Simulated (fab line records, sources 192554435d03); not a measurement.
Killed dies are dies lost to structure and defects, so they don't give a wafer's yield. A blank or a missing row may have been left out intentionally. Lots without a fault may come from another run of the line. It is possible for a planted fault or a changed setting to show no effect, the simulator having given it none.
Struck lot and sound lot, side by side	flow n5Finfet	15 out of 1938 route steps
Sound: these wafers, L343.1, L343.3, L343.4. Struck: wafer L338.3; the same lot's L338.6 was not struck, so it is left out; see the end for the cause.
For every step that has rows: the tool of each side, followed by ch and its chambers, followed by its first start. Under that, the readings that differ: sound wafers	struck wafers	difference of the means	sigmas: that difference in standard deviations of wafers without a fault.
alike: a reading whose means differ by less than 2 such deviations, as well as words and numbers matching on both sides. not compared: withheld readings; readings where some wafer has no value; bounds like >300 that might hide an equal value; numbers whose values overlap and for which the record gives no deviation.
A row with sigmas, a row that says differs or no value, or rows on one side alone: a step with any of these is where the two part. Non-overlapping numbers with no deviation appear without sigmas and do not part them. A reading that every wafer of one side lacks parts them only if that side has two wafers or more.

first, 1 step without rows for these wafers: N5_BEOL_M13_HARDBAKE_32 (time 120 s).
N5_BEOL_M13_CD_MEAS_28: target cd 209.5 nm.
  sound on cdSem-03 ch 0, day 16 04:22; struck on cdSem-03 ch 0, day 13 18:56
  alike: cdNm
N5_BEOL_M13_OVL_MEAS_29:
  sound on overlay-01 ch 0, day 16 04:24; struck on overlay-01 ch 0, day 13 18:58
  alike: M13_OVL
N5_BEOL_M13_INSPECT_30: inspects for defects (macro).
  struck on defectInspect-02, day 13 18:59; sound on defectInspect-01, day 16 04:25
  alike: rawDefectCount
N5_BEOL_M13_DESCUM_33: chemistry O2, time 7.9 s.
  sound on rieDiel-02 ch 1,2, day 16 04:27; struck on rieDiel-02 ch 1, day 13 19:13
  alike: drypumpMotorCurrentA, oesProductAu, rfVppV, showerheadPlenumPTorr, throttleValvePct
  not compared: rfHoursCounterH
N5_BEOL_M13_ETCH_67: etches SiARC in CF4, target depth 143 nm, time 238.3 s.
  sound on rieDiel-02 ch 1,2, day 16 04:29; struck on rieDiel-02 ch 1, day 13 19:16
  alike: drypumpMotorCurrentA, etchRfOnTimeS, oesProductAu, rfVppV, showerheadPlenumPTorr, throttleValvePct
  not compared: rfHoursCounterH
N5_BEOL_M13_ETCH_68: etches SOC in N2/H2, time 355 s.
  sound on rieDiel-02 ch 1,2, day 16 04:38; struck on rieDiel-02 ch 1, day 13 19:24
reading	sound	struck	difference	sigmas
throttleValvePct (%)	17.67 18.34 18.34	17.63	-0.49	-2
  alike: drypumpMotorCurrentA, oesProductAu, rfVppV, showerheadPlenumPTorr
  not compared: rfHoursCounterH
then, 1 step without rows for these wafers: N5_BEOL_M13_STRIP_69 (strips in N2/H2).
N5_BEOL_M13_TRENCH_ETCH_34: etches SiOC in C4F8/O2/Ar, target depth 413.47 nm, time 162.6 s.
  sound on rieDiel-02 ch 1,2, day 16 04:52; struck on rieDiel-02 ch 1, day 13 19:37
reading	sound	struck	difference	sigmas
throttleValvePct (%)	24.06 24.72 24.74	24.03	-0.48	-2
  alike: drypumpMotorCurrentA, oesProductAu, rfVppV, showerheadPlenumPTorr
  not compared: rfHoursCounterH
then, 1 step without rows for these wafers: N5_BEOL_M13_STRIP_70 (strips in C4F8/O2/Ar).
N5_BEOL_M13_OCD_MEAS_35:
  struck on ocd-01, day 13 19:48; sound on ocd-02, day 16 05:02
  alike: trenchDepthNm
N5_BEOL_M13_STRIP_37: strips in N2/H2.
  sound on plasmaAsher-01 ch 0,1, day 16 05:04; struck on plasmaAsher-01 ch 1, day 13 20:09
  alike: drypumpMotorCurrentA, heaterPowerW, oesProductAu
  not compared: rfHoursCounterH
N5_BEOL_M13_ETCH_38: etches SiCN in CF4/N2, target depth 67.5 nm, time 71.9 s.
  sound on rieDiel-02 ch 1,2, day 16 05:56; struck on rieDiel-01 ch 1, day 13 20:25
reading	sound	struck	difference	sigmas
model.etch.depthNm (nm)	56.98 58.24 57.18	49.6	-7.9	
  alike: drypumpMotorCurrentA, oesProductAu, rfVppV, showerheadPlenumPTorr, throttleValvePct
  not compared: rfHoursCounterH
then, 1 step without rows for these wafers: N5_BEOL_M13_PRECLEAN_39 (cleans in residue remover, time 60 s).
N5_PASSIVATION_PROBE_49:
  the record holds rows for the sound wafers here (prober-01, day 17 11:54) but none for the struck ones

WHERE THEY PART
Last at N5_PASSIVATION_PROBE_49 as far as this record goes, first at N5_BEOL_M13_ETCH_68.

WHY: what had been put in by the simulator
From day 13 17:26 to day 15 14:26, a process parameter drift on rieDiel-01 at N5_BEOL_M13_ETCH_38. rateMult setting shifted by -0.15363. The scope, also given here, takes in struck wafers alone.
